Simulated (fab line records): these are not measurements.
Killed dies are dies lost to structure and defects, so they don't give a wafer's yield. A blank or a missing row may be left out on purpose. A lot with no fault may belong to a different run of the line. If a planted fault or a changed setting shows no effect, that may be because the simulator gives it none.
Chamber matching / flow nand_harc / rie_diel-08 running NHARC_A_STAIRCASE_ETCHBACK_422: 4 sister chambers
The step etches the open film in CH3F/O2, target depth 40 nm, time 74.286 s. 7 wafers are shown with their chamber, then 7 later ones without.

== WAFERS, EACH WITH ITS CHAMBER ==
wafer=L608.5; chamber=2; showerhead_plenum_p_Torr (Torr)=2.40; rf_vpp_V (V)=244.3
wafer=L609.2; chamber=3; showerhead_plenum_p_Torr (Torr)=2.40; rf_vpp_V (V)=243.0
wafer=L625.1; chamber=1; showerhead_plenum_p_Torr (Torr)=2.44; rf_vpp_V (V)=244.6
wafer=L625.2; chamber=0; showerhead_plenum_p_Torr (Torr)=2.28; rf_vpp_V (V)=241.3
wafer=L625.5; chamber=0; showerhead_plenum_p_Torr (Torr)=2.28; rf_vpp_V (V)=241.0
wafer=L624.2; chamber=1; showerhead_plenum_p_Torr (Torr)=2.44; rf_vpp_V (V)=245.3
wafer=L624.3; chamber=2; showerhead_plenum_p_Torr (Torr)=2.38; rf_vpp_V (V)=242.3

== WAFERS MISSING THEIR CHAMBER ==
wafer=L624.4; showerhead_plenum_p_Torr (Torr)=2.38; rf_vpp_V (V)=244.9
wafer=L628.1; showerhead_plenum_p_Torr (Torr)=2.44; rf_vpp_V (V)=243.8
wafer=L628.2; showerhead_plenum_p_Torr (Torr)=2.27; rf_vpp_V (V)=241.7
wafer=L628.4; showerhead_plenum_p_Torr (Torr)=2.38; rf_vpp_V (V)=244.4
wafer=L629.2; showerhead_plenum_p_Torr (Torr)=2.38; rf_vpp_V (V)=241.9
wafer=L629.4; showerhead_plenum_p_Torr (Torr)=2.27; rf_vpp_V (V)=240.2
wafer=L629.6; showerhead_plenum_p_Torr (Torr)=2.44; rf_vpp_V (V)=243.1

== CHAMBER TAKEN BY EACH ==
wafer=L624.4; from the rows above=can't be placed: 2 or 3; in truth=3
wafer=L628.1; from the rows above=1; in truth=1
wafer=L628.2; from the rows above=0; in truth=0
wafer=L628.4; from the rows above=can't be placed: 2 or 3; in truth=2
wafer=L629.2; from the rows above=can't be placed: 2 or 3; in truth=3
wafer=L629.4; from the rows above=0; in truth=0
wafer=L629.6; from the rows above=1; in truth=1
Correctly placed: 4 of 7. These rows do not allow placing 3 (true chamber among the candidates in 3). Number placed wrongly: 0.
How it was worked out, from the rows above alone: a wafer's distance from a chamber is the root of the sum, over the readings, of the square of ((its reading less the chamber's mean) divided by the reading's scatter). The wafer belongs to the nearest chamber; if the next one is less than 2 further off, it can't be placed. A chamber's mean is the mean of its shown wafers. The scatter: the root of (the sum of the squares of (reading less its chamber's mean) over the shown wafers, divided by (wafers less chambers)).
